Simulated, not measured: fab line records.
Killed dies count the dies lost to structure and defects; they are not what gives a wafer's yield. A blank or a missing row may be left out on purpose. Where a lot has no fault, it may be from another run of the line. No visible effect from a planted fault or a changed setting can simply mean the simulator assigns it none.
Which tool did it? :: flow nandHarc :: Sampling: 11 lots, 33 wafers, 5 of 1302 route steps

## WHAT THE GAUGES READ, wafer by wafer
NHARC_END_SORT_01.
lot: L770
measured: day 31 06:33
on: prober-02
killedAtArray: 33 671 26

lot: L769
measured: day 30 06:06
on: prober-02
killedAtArray: 672 75 97

## WHICH TOOL RAN EACH LOT (tool, then ch and the chambers of the sampled wafers, then the start)
lot: L756
NHARC_A_CHANNEL_HOLE_D1_ETCH_19: harEtch-02 ch 0,1, day 9 18:33
NHARC_A_CHANNEL_HOLE_D1_ETCH_22: harEtch-02 ch 0,1, day 9 19:34
NHARC_A_CHANNEL_HOLE_D1_ETCH_33: harEtch-02 ch 0,1, day 9 22:31
NHARC_A_CHANNEL_HOLE_D1_ETCH_44: rieDiel-06 ch 0,3, day 9 23:13

lot: L759
NHARC_A_CHANNEL_HOLE_D1_ETCH_19: harEtch-01 ch 0,1, day 9 20:53
NHARC_A_CHANNEL_HOLE_D1_ETCH_22: harEtch-01 ch 0,1, day 9 21:50
NHARC_A_CHANNEL_HOLE_D1_ETCH_33: harEtch-01 ch 0,1, day 10 00:52
NHARC_A_CHANNEL_HOLE_D1_ETCH_44: rieDiel-09 ch 2,3, day 10 01:35

lot: L758
NHARC_A_CHANNEL_HOLE_D1_ETCH_19: harEtch-02 ch 1, day 9 22:40
NHARC_A_CHANNEL_HOLE_D1_ETCH_22: harEtch-02 ch 1, day 9 23:37
NHARC_A_CHANNEL_HOLE_D1_ETCH_33: harEtch-02 ch 1, day 10 02:38
NHARC_A_CHANNEL_HOLE_D1_ETCH_44: rieDiel-09 ch 0,1,3, day 10 03:22

lot: L762
NHARC_A_CHANNEL_HOLE_D1_ETCH_19: harEtch-02 ch 0,1, day 10 22:11
NHARC_A_CHANNEL_HOLE_D1_ETCH_22: harEtch-02 ch 0,1, day 10 23:12
NHARC_A_CHANNEL_HOLE_D1_ETCH_33: harEtch-02 ch 0,1, day 11 02:11
NHARC_A_CHANNEL_HOLE_D1_ETCH_44: rieDiel-09 ch 0,1,3, day 11 02:53

lot: L763
NHARC_A_CHANNEL_HOLE_D1_ETCH_19: harEtch-01 ch 0,1, day 11 18:17
NHARC_A_CHANNEL_HOLE_D1_ETCH_22: harEtch-01 ch 0,1, day 11 19:18
NHARC_A_CHANNEL_HOLE_D1_ETCH_33: harEtch-01 ch 0,1, day 11 22:17
NHARC_A_CHANNEL_HOLE_D1_ETCH_44: rieDiel-09 ch 0,3, day 11 23:06

lot: L768
NHARC_A_CHANNEL_HOLE_D1_ETCH_19: harEtch-01 ch 1, day 13 11:20
NHARC_A_CHANNEL_HOLE_D1_ETCH_22: harEtch-01 ch 1, day 13 12:16
NHARC_A_CHANNEL_HOLE_D1_ETCH_33: harEtch-01 ch 1, day 13 15:20
NHARC_A_CHANNEL_HOLE_D1_ETCH_44: rieDiel-09 ch 1,2,3, day 13 16:03

lot: L770
NHARC_A_CHANNEL_HOLE_D1_ETCH_19: harEtch-01 ch 0,1, day 14 19:44
NHARC_A_CHANNEL_HOLE_D1_ETCH_22: harEtch-01 ch 0,1, day 14 20:36
NHARC_A_CHANNEL_HOLE_D1_ETCH_33: harEtch-01 ch 0,1, day 14 23:43
NHARC_A_CHANNEL_HOLE_D1_ETCH_44: rieDiel-09 ch 0,1,3, day 15 00:28

lot: L769
NHARC_A_CHANNEL_HOLE_D1_ETCH_19: harEtch-02 ch 0,1, day 14 20:38
NHARC_A_CHANNEL_HOLE_D1_ETCH_22: harEtch-02 ch 0,1, day 14 21:29
NHARC_A_CHANNEL_HOLE_D1_ETCH_33: harEtch-02 ch 0,1, day 15 00:35
NHARC_A_CHANNEL_HOLE_D1_ETCH_44: rieDiel-09 ch 0,1,3, day 15 01:21

lot: L772
NHARC_A_CHANNEL_HOLE_D1_ETCH_19: harEtch-01 ch 0,1, day 15 06:09
NHARC_A_CHANNEL_HOLE_D1_ETCH_22: harEtch-01 ch 0,1, day 15 07:01
NHARC_A_CHANNEL_HOLE_D1_ETCH_33: harEtch-01 ch 0,1, day 15 10:08
NHARC_A_CHANNEL_HOLE_D1_ETCH_44: rieDiel-02 ch 1,2,3, day 15 10:54

lot: L778
NHARC_A_CHANNEL_HOLE_D1_ETCH_19: harEtch-01 ch 0,1, day 17 17:23
NHARC_A_CHANNEL_HOLE_D1_ETCH_22: harEtch-01 ch 0,1, day 17 18:25
NHARC_A_CHANNEL_HOLE_D1_ETCH_33: harEtch-01 ch 0,1, day 17 21:23
NHARC_A_CHANNEL_HOLE_D1_ETCH_44: rieDiel-06 ch 0,1, day 17 22:11

lot: L779
NHARC_A_CHANNEL_HOLE_D1_ETCH_19: harEtch-01 ch 1, day 18 01:41
NHARC_A_CHANNEL_HOLE_D1_ETCH_22: harEtch-01 ch 1, day 18 02:38
NHARC_A_CHANNEL_HOLE_D1_ETCH_33: harEtch-01 ch 1, day 18 05:41
NHARC_A_CHANNEL_HOLE_D1_ETCH_44: rieDiel-09 ch 0,1,2, day 18 06:27
- NHARC_A_CHANNEL_HOLE_D1_ETCH_19: etches the open film in C4F8/O2/Ar, time 34.5 s.
- NHARC_A_CHANNEL_HOLE_D1_ETCH_22: etches the open film in C4F8/O2/Ar, time 666.7 s, target depth 1600 nm.
- NHARC_A_CHANNEL_HOLE_D1_ETCH_33: etches the open film in C4F8/O2/Ar, time 90 s, target depth 400 nm.
- NHARC_A_CHANNEL_HOLE_D1_ETCH_44: etches the open film in CF4/O2, target depth 140 nm, overetch 14 nm, time 77 s.

## THE ANSWER, worked out from the rows above alone
Rule: what is usual is taken from the lots themselves. The widest of any qualifying gaps counts: lots, ordered by their means at a reading, are off when they make up no more than a third of the lots, leave a main group of 4 or more, and stand apart from it by 3 or more times the standard deviation of that group's means. A main group whose means are all the same, to the digits that the tables above print for the reading, isn't used. A lot without any number at a reading at which 4 lots or more have one is off too. Where the step has rows for the other lots, those lots are counted as sound.
No lot is off on any of the readings shown, so nothing can be concluded from this.

## WHAT HAD BEEN PUT IN BY THE SIMULATOR
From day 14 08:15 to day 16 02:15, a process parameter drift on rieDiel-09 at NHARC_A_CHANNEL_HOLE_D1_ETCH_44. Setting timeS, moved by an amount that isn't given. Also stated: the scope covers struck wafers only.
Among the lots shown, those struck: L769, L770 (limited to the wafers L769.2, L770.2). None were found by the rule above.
